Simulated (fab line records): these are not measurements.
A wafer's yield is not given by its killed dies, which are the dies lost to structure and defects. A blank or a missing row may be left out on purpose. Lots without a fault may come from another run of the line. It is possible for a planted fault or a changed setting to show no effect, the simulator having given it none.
Matching of chambers | flow n5Finfet | N5_WELL_APT_DESCUM_13 on rieDiel-02 has 4 sister chambers
The step chemistry O2, time 7.9 s. 4 wafers are shown with their chamber, then 8 later ones without.

WAFERS WITH THEIR CHAMBER
wafer  | chamber | showerheadPlenumPTorr (Torr)
L080.3 | 1       | 2.12
L083.2 | 2       | 2.00
L085.6 | 3       | 2.20
L086.1 | 0       | 2.01

WAFERS WITH NO CHAMBER GIVEN
wafer  | showerheadPlenumPTorr (Torr)
L086.3 | 2.12
L086.5 | 2.00
L088.2 | 2.12
L088.3 | 2.00
L088.4 | 2.01
L094.3 | 2.01
L094.5 | 2.19
L094.6 | 2.01

WHICH CHAMBER EACH WENT THROUGH
wafer  | from the rows above | in truth
L086.3 | 1                   | 1
L086.5 | 2                   | 2
L088.2 | 1                   | 1
L088.3 | 2                   | 2
L088.4 | 0                   | 0
L094.3 | 0                   | 0
L094.5 | 3                   | 3
L094.6 | 0                   | 0
8 of 8 placed correctly. From these rows, 0 cannot be placed. Wrongly placed: 0.
How it was worked out, from the rows above alone: a wafer's distance from a chamber is the root of the sum, over the readings, of the square of ((its reading less the chamber's mean) divided by the reading's scatter). If the next closest chamber is less than 2 further off than the closest, the wafer can't be placed; otherwise it belongs to the closest. Each chamber's mean is taken over the wafers shown for it. The scatter (one wafer shown for each chamber): square how far every hidden wafer sits from the nearest shown wafer, average those squares and take the square root.
